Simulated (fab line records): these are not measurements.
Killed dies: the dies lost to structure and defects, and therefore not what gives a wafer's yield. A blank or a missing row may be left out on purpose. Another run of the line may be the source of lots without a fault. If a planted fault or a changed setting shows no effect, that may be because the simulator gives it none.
fab line records -- flow nand_harc
record: lots: 7, wafers: 20, last_day: 33
route steps=1302 shown A_DECK1_JOINT@533 A_ONON_D2@545 END@1302
lots that met no fault: taken from a fault-free run of the same line
start_h: hours from the record's opening day to when the first of the lot's shown wafers began -- wait_h: how many hours have passed since the lot's step before this one -- " unchanged from the row above -- L1.1+2: a single row standing in for several wafers -- - either no value or no given start -- * or withheld: withheld -- < > ~ a bound
route shown NAME@n: NAME is a module with steps in the file, n the number in the route of the first one -- usual: mean/standard deviation taken from wafers without a fault -- same: alike in all rows -- chamber/n: place in a boat -- sites: the reading at each site -- _std_site: their standard deviation -- _edge_site: outer sites' mean less inner sites' -- radius_mm: how far each site lies from the wafer's centre -- mask NAME#n: copy n -- behind: tool/chamber where the wafer was last shaped -- hold: reason for holding the lot/hours on hold/outcome of the hold -- device: whichever transistor did not switch (one of n, p or np) -- end of line: tests run on the same wafers once the route is complete -- where a step has no rows: the recipe by itself -- killed: count of dies lost to structure and defects at first sort (not the wafer's yield) -- map: a wafer's dies, x killed, . not, _ none there
set.NAME: the setting that was run; set.NAME@STEP: the one run at that earlier step -- model.NAME: the simulator's own value behind a step, which no gauge read
certain route steps with their lots: each step a table, each wafer a row
services: a tool's chamber out of use, with start hour (start_h, from the record's first day; less than 0 if before it), hours out, and reason
== steps ==
step: NHARC_A_DECK1_JOINT_CVD_34
recipe: target_thk_a: 200, temp_c: 700, pressure_mtorr: 300, material: SiNx
step: NHARC_A_DECK1_JOINT_DEP_06
recipe: target_thk_a: 800, temp_c: 65, material: SiOx
step: NHARC_A_DECK1_JOINT_CURE_26
recipe: temp_c: 150, time_s: 32, pressure_atm: 0.395
step: NHARC_A_DECK1_JOINT_ANNEAL_27
recipe: temp_c: 400, time_s: 3600, idle_temp_c: 300, ramp_up_c_per_min: 10, densification_p_h2o_torr: 640
step: NHARC_A_DECK1_JOINT_ANNEAL_28
recipe: temp_c: 500, time_s: 1800, idle_temp_c: 400, ramp_up_c_per_min: 10, densification_p_h2o_torr: 640
step: NHARC_A_DECK1_JOINT_ANNEAL_29
recipe: temp_c: 750, time_s: 1800, idle_temp_c: 500, ramp_up_c_per_min: 10, ramp_down_c_per_min: 3
step: NHARC_A_DECK1_JOINT_CMP_02
recipe: material: SiOx
usual: motor_current_A: 12.1/0.85
lot.wafer,tool,chamber,start_h,wait_h,motor_current_A
L697.1,cmp-03,1,312.84,0.4,13.0
L697.3,cmp-03,2,312.84,0.4,12.5
L697.5,cmp-03,1,312.84,0.4,13.1
L701.3,cmp-01,0,358.16,0.4,12.8
L701.2,cmp-01,1,358.16,0.4,12.5
L701.5,cmp-01,0,358.16,0.4,12.4
L706.3,cmp-01,0,407.07,0.4,12.7
L706.1,cmp-01,1,407.07,0.4,12.3
L706.5,cmp-01,0,407.07,0.4,13.0
L708.1,cmp-04,3,414.75,0.4,13.3
L708.4,cmp-04,1,414.75,0.4,12.0
L708.6,cmp-04,2,414.75,0.4,10.9
L709.3,cmp-03,3,438.34,0.4,12.0
L709.4,cmp-03,2,438.34,0.4,12.6
L709.5,cmp-03,0,438.34,0.4,12.4
L710.1,cmp-04,1,438.36,0.4,12.0
L710.4,cmp-04,3,438.36,0.4,13.1
L716.3,cmp-03,3,507.44,0.4,12.0
L716.4,cmp-03,0,507.44,0.4,12.6
L716.6,cmp-03,3,507.44,0.4,11.9
step: NHARC_A_DECK1_JOINT_SRD_15
step: NHARC_A_DECK1_JOINT_DEP_16
recipe: target_thk_a: 450, temp_c: 400, pressure_torr: 6.5, rf_w: 900, teos_flow_sccm: 161.4, flow_sccm: 2650, target_thk_nm: 45, gas: O2, material: SiO2
usual: chamber_pressure_Torr: 6.498/0.014, heater_power_w: 495/63, throttle_valve_pct: 16.1/0.43
lot.wafer,tool,chamber,start_h,wait_h,chamber_pressure_Torr,heater_power_w,throttle_valve_pct
L697.1,pecvd-04,0,313.20,0.1,6.503,506,16.4
L697.3,pecvd-04,2,313.20,0.1,6.506,424,15.9
L697.5,pecvd-04,1,313.20,0.1,6.485,555,15.9
L701.2,pecvd-04,0,358.58,0.1,6.504,453,16.3
L701.3,pecvd-04,1,358.58,0.1,6.501,549,15.9
L701.5,pecvd-04,2,358.58,0.1,6.494,408,16.1
L706.1,pecvd-01,2,407.45,0.1,6.473,525,16.7
L706.3,pecvd-01,0,407.45,0.1,6.509,485,16.4
L706.5,pecvd-01,0,407.45,0.1,6.480,487,16.4
L708.1,pecvd-04,1,415.12,0.1,6.542,539,16.1
L708.4,pecvd-04,2,415.12,0.1,6.528,472,16.1
L708.6,pecvd-04,0,415.12,0.1,6.502,419,16.4
L709.3,pecvd-01,1,438.80,0.2,6.489,483,15.6
L709.4,pecvd-01,1,438.80,0.2,6.505,481,15.5
L709.5,pecvd-01,2,438.80,0.2,6.512,509,16.6
L710.1,pecvd-02,2,438.85,0.2,6.505,600,15.8
L710.4,pecvd-02,2,438.85,0.2,6.502,606,15.7
L716.3,pecvd-02,0,507.87,0.1,6.529,482,16.1
L716.6,pecvd-02,1,507.87,0.1,6.495,502,15.8
L716.4,pecvd-02,0,507.87,0.1,6.490,493,16.4
step: NHARC_A_DECK1_JOINT_THK_MEAS_17
recipe: thk_meas_gauge: ellipsometry
usual: thk_nm: 45.1/1.2
lot.wafer,tool,chamber,start_h,wait_h,thk_nm
L697.1,film_metro-01,-,313.49,0.3,44.3
L697.3,film_metro-01,-,313.49,0.3,44.8
L697.5,film_metro-01,-,313.49,0.3,46.2
L701.2,film_metro-02,-,358.83,0.2,44.2
L701.3,film_metro-02,-,358.83,0.2,44.2
L701.5,film_metro-02,-,358.83,0.2,43.9
L706.1,film_metro-02,-,407.73,0.3,42.8
L706.3,film_metro-02,-,407.73,0.3,42.9
L706.5,film_metro-02,-,407.73,0.3,45.0
L708.1,film_metro-02,-,415.40,0.3,45.2
L708.4,film_metro-02,-,415.40,0.3,45.5
L708.6,film_metro-02,-,415.40,0.3,47.0
L710.1,film_metro-01,-,439.07,0.2,46.2
L710.4,film_metro-01,-,439.07,0.2,47.4
L709.3,film_metro-02,-,439.09,0.3,42.7
L709.4,film_metro-02,-,439.09,0.3,45.3
L709.5,film_metro-02,-,439.09,0.3,46.4
L716.3,film_metro-02,-,508.09,0.2,46.0
L716.4,film_metro-02,-,508.09,0.2,47.6
L716.6,film_metro-02,-,508.09,0.2,45.6
step: NHARC_A_DECK1_JOINT_INSPECT_05
usual: raw_defect_count: 332/120
lot.wafer,tool,chamber,start_h,wait_h,raw_defect_count
L697.1,defect_inspect-02,-,313.52,0.0,418
L697.3,defect_inspect-02,-,313.52,0.0,260
L697.5,defect_inspect-02,-,313.52,0.0,254
L701.2,defect_inspect-01,-,358.86,0.0,321
L701.3,defect_inspect-01,-,358.86,0.0,376
L701.5,defect_inspect-01,-,358.86,0.0,393
L706.1,defect_inspect-02,-,407.77,0.0,298
L706.3,defect_inspect-02,-,407.77,0.0,290
L706.5,defect_inspect-02,-,407.77,0.0,276
L708.1,defect_inspect-01,-,415.44,0.0,204
L708.4,defect_inspect-01,-,415.44,0.0,136
L708.6,defect_inspect-01,-,415.44,0.0,121
L710.1,defect_inspect-01,-,439.11,0.0,355
L710.4,defect_inspect-01,-,439.11,0.0,311
L709.3,defect_inspect-02,-,439.12,0.0,342
L709.4,defect_inspect-02,-,439.12,0.0,302
L709.5,defect_inspect-02,-,439.12,0.0,348
L716.3,defect_inspect-01,-,508.12,0.0,205
L716.4,defect_inspect-01,-,508.12,0.0,162
L716.6,defect_inspect-01,-,508.12,0.0,329
step: NHARC_A_ONON_D2_DEP_00
recipe: target_thk_a: 10000, n2_flow_sccm: 2750, n2o_flow_sccm: 2000, nh3_flow_sccm: 500, sih4_flow_sccm: 210, temp_c: 400
usual: n2o_flow_sccm: 2000/6.3
lot.wafer,tool,chamber,start_h,wait_h,n2o_flow_sccm
L697.1,pecvd_onon-02,0,313.59,0.1,2006
L697.3,pecvd_onon-02,0,313.59,0.1,2007
L697.5,pecvd_onon-02,0,313.59,0.1,2008
L701.2,pecvd_onon-04,0,358.99,0.1,1997
L701.3,pecvd_onon-04,0,358.99,0.1,1990
L701.5,pecvd_onon-04,0,358.99,0.1,2003
L706.1,pecvd_onon-04,0,407.83,0.1,2004
L706.3,pecvd_onon-04,0,407.83,0.1,2004
L706.5,pecvd_onon-04,0,407.83,0.1,2006
L708.1,pecvd_onon-04,0,415.50,0.1,2003
L708.4,pecvd_onon-04,0,415.50,0.1,2002
L708.6,pecvd_onon-04,0,415.50,0.1,1996
L710.1,pecvd_onon-04,0,439.17,0.1,2004
L710.4,pecvd_onon-04,0,439.17,0.1,1996
L709.3,pecvd_onon-03,0,439.30,0.2,1999
L709.4,pecvd_onon-03,0,439.30,0.2,2009
L709.5,pecvd_onon-03,0,439.30,0.2,2010
L716.3,pecvd_onon-04,0,508.31,0.2,2012
L716.4,pecvd_onon-04,0,508.31,0.2,2013
L716.6,pecvd_onon-04,0,508.31,0.2,2014
step: NHARC_A_ONON_D2_THK_MEAS_02
recipe: thk_meas_gauge: ellipsometry
usual: thk_nm: 1000/9.4
lot.wafer,tool,chamber,start_h,wait_h,thk_nm
L697.1,film_metro-01,-,314.10,-,1004
L697.3,film_metro-01,-,314.10,-,1002
L697.5,film_metro-01,-,314.10,-,1003
L701.2,film_metro-01,-,359.44,-,997
L701.3,film_metro-01,-,359.44,-,997
L701.5,film_metro-01,-,359.44,-,999
L706.1,film_metro-02,-,408.35,-,1002
L706.3,film_metro-02,-,408.35,-,1002
L706.5,film_metro-02,-,408.35,-,293
L708.1,film_metro-02,-,416.01,-,1020
L708.4,film_metro-02,-,416.01,-,312
L708.6,film_metro-02,-,416.01,-,1019
L710.1,film_metro-01,-,439.69,-,991
L710.4,film_metro-01,-,439.69,-,285
L709.3,film_metro-02,-,439.72,-,998
L709.4,film_metro-02,-,439.72,-,997
L709.5,film_metro-02,-,439.72,-,999
L716.3,film_metro-02,-,508.70,-,989
L716.4,film_metro-02,-,508.70,-,990
L716.6,film_metro-02,-,508.70,-,987
step: NHARC_A_ONON_D2_DEP_03
recipe: target_thk_a: 10000, n2_flow_sccm: 2750, n2o_flow_sccm: 2000, nh3_flow_sccm: 500, sih4_flow_sccm: 210, temp_c: 400
step: NHARC_END_SORT_01
recipe: temp_c: 25
usual: killed_at_array: 60/21, killed_at_other: 1.0/1.2, killed_at_periphery: 4.2/2.8, killed_dies: 65/20, killed_open: 3.1/1.8, killed_short: 2.6/1.6
same: gross_dies: 677
lot.wafer,tool,chamber,start_h,wait_h,killed_at_array,killed_at_other,killed_at_periphery,killed_dies,killed_open,killed_short
L708.4,prober-02,0,687.97,3.4,675,0,2,677,0,1
L706.5,prober-01,0,696.55,3.7,674,0,3,677,3,4
L710.4,prober-01,0,724.89,3.4,673,1,3,677,3,0
killed by level:class
L708.4 A_ONON_D2:area_dep=639 A_CHANNEL_HOLE_D2:chamber_film_flake=19 A_CHANNEL_HOLE_D1:chamber_film_flake=5 A_SLIT:chamber_film_flake=5 A_CHANNEL_FILL_D1:chamber_film_flake=2 A_STAIRCASE:chamber_film_flake=2 A_WL_FILL:chamber_film_flake=2 A_CHANNEL_FILL_D1:geometric_particle:short=1
L706.5 A_ONON_D2:area_dep=631 A_SLIT:chamber_film_flake=27 A_CHANNEL_HOLE_D1:chamber_film_flake=6 A_M0:geometric_particle:open=2 A_M0:geometric_particle:short=2 A_STAIRCASE:chamber_film_flake=2 P_CONTACT:geometric_particle:open=1 A_DECK1_JOINT:geometric_particle:short=1
L710.4 A_ONON_D2:area_dep=605 A_CHANNEL_HOLE_D1:chamber_film_flake=36 A_SLIT:chamber_film_flake=17 A_STAIRCASE:chamber_film_flake=6 P_GATE:chamber_film_flake=2 A_CHANNEL_FILL_D1:chamber_film_flake=2 P_GATE:geometric_particle:open=1 A_BLC:geometric_particle:open=1
map L706.5 (x killed, . not)
____________x____________
_________xxxxxxx_________
_______xxxxxxxxxxx_______
______xxxxxxxxxxxxx______
_____xxxxxxxxxxxxxxx_____
____xxxxxxxxxxxxxxxxx____
____xxxxxxxxxxxxxxxxx____
___xxxxxxxxxxxxxxxxxxx___
___xxxxxxxxxxxxxxxxxxx___
__xxxxxxxxxxxxxxxxxxxxx__
__xxxxxxxxxxxxxxxxxxxxx__
_xxxxxxxxxxxxxxxxxxxxxxx_
_xxxxxxxxxxxxxxxxxxxxxxx_
_xxxxxxxxxxxxxxxxxxxxxxx_
_xxxxxxxxxxxxxxxxxxxxxxx_
_xxxxxxxxxxxxxxxxxxxxxxx_
xxxxxxxxxxxxxxxxxxxxxxxxx
xxxxxxxxxxxxxxxxxxxxxxxxx
xxxxxxxxxxxxxxxxxxxxxxxxx
xxxxxxxxxxxxxxxxxxxxxxxxx
xxxxxxxxxxxxxxxxxxxxxxxxx
_xxxxxxxxxxxxxxxxxxxxxxx_
_xxxxxxxxxxxxxxxxxxxxxxx_
_xxxxxxxxxxxxxxxxxxxxxxx_
_xxxxxxxxxxxxxxxxxxxxxxx_
_xxxxxxxxxxxxxxxxxxxxxxx_
__xxxxxxxxxxxxxxxxxxxxx__
__xxxxxxxxxxxxxxxxxxxxx__
___xxxxxxxxxxxxxxxxxxx___
___xxxxxxxxxxxxxxxxxxx___
____xxxxxxxxxxxxxxxxx____
____xxxxxxxxxxxxxxxxx____
_____xxxxxxxxxxxxxxx_____
______xxxxxxxxxxxxx______
_______xxxxxxxxxxx_______
_________xxxxxxx_________
____________x____________
map L708.4 (x killed, . not)
____________x____________
_________xxxxxxx_________
_______xxxxxxxxxxx_______
______xxxxxxxxxxxxx______
_____xxxxxxxxxxxxxxx_____
____xxxxxxxxxxxxxxxxx____
____xxxxxxxxxxxxxxxxx____
___xxxxxxxxxxxxxxxxxxx___
___xxxxxxxxxxxxxxxxxxx___
__xxxxxxxxxxxxxxxxxxxxx__
__xxxxxxxxxxxxxxxxxxxxx__
_xxxxxxxxxxxxxxxxxxxxxxx_
_xxxxxxxxxxxxxxxxxxxxxxx_
_xxxxxxxxxxxxxxxxxxxxxxx_
_xxxxxxxxxxxxxxxxxxxxxxx_
_xxxxxxxxxxxxxxxxxxxxxxx_
xxxxxxxxxxxxxxxxxxxxxxxxx
xxxxxxxxxxxxxxxxxxxxxxxxx
xxxxxxxxxxxxxxxxxxxxxxxxx
xxxxxxxxxxxxxxxxxxxxxxxxx
xxxxxxxxxxxxxxxxxxxxxxxxx
_xxxxxxxxxxxxxxxxxxxxxxx_
_xxxxxxxxxxxxxxxxxxxxxxx_
_xxxxxxxxxxxxxxxxxxxxxxx_
_xxxxxxxxxxxxxxxxxxxxxxx_
_xxxxxxxxxxxxxxxxxxxxxxx_
__xxxxxxxxxxxxxxxxxxxxx__
__xxxxxxxxxxxxxxxxxxxxx__
___xxxxxxxxxxxxxxxxxxx___
___xxxxxxxxxxxxxxxxxxx___
____xxxxxxxxxxxxxxxxx____
____xxxxxxxxxxxxxxxxx____
_____xxxxxxxxxxxxxxx_____
______xxxxxxxxxxxxx______
_______xxxxxxxxxxx_______
_________xxxxxxx_________
____________x____________
== services ==
tool,chamber,start_h,hours,kind
cmp-04,-,296.77,1.7,repair
cmp-04,-,307.08,4.0,pm
pecvd-01,-,311.07,13.0,pm
pecvd_onon-04,-,311.16,13.0,pm
cmp-03,-,314.54,4.1,repair
pecvd-02,0,316.03,2.9,repair
cmp-04,-,326.02,3.5,repair
cmp-03,-,359.10,4.0,pm
cmp-04,-,381.52,0.8,repair
cmp-01,-,381.66,4.0,pm
pecvd-02,1,397.50,6.1,repair
cmp-03,-,400.16,0.5,repair
cmp-04,-,405.08,4.0,pm
pecvd-02,-,408.00,13.0,pm
pecvd-04,-,450.14,13.0,pm
cmp-03,-,451.12,0.5,repair
cmp-03,-,454.50,1.3,repair
cmp-03,-,457.10,4.0,pm
pecvd-01,-,459.76,1.4,repair
pecvd-01,-,478.88,1.2,repair
cmp-01,-,479.76,4.0,pm
pecvd-01,-,492.07,13.0,pm
pecvd_onon-04,-,492.16,13.0,pm
pecvd-04,-,505.43,0.5,repair
== key ==
first_sign: step: NHARC_A_ONON_D2_THK_MEAS_02, reading: thk_nm, direction: down, sigmas: 75, usual: 1000, struck: 297
effect: step: NHARC_END_SORT_01, reading: killed_dies, direction: up, sigmas: 31, usual: 65, struck: 677
more_kills_born_at: NHARC_A_ONON_D2_DEP_00@pecvd_onon-04: 1875
met_at NHARC_A_ONON_D2_DEP_00
struck_wafers L706.5,L708.4,L710.4
later_rows_left_out L706.5,L708.4,L710.4
tester_left_out L706,L708,L710
onset_between 358.99 407.83
fault: kind: process_parameter_drift, tool: pecvd_onon-04, chamber: -, onset_h: 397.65, steps: NHARC_A_ONON_D2_DEP_00, channel: target_thk_a, offset: *, shape: step, end_h: 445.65, scope: struck_wafers_only, acts_in: *, stated: *
tester_left_out: of these lots the tester's yield and bins aren't shown, on N5 and GAA mostly nor the transistor test; their killed dies are dies lost to structure and defects alone, not to doping, threshold or leakage, so they don't give the yield
later_rows_left_out: the simulator's readings of these wafers behind a module that went badly wrong aren't trusted and aren't shown, but for the sort
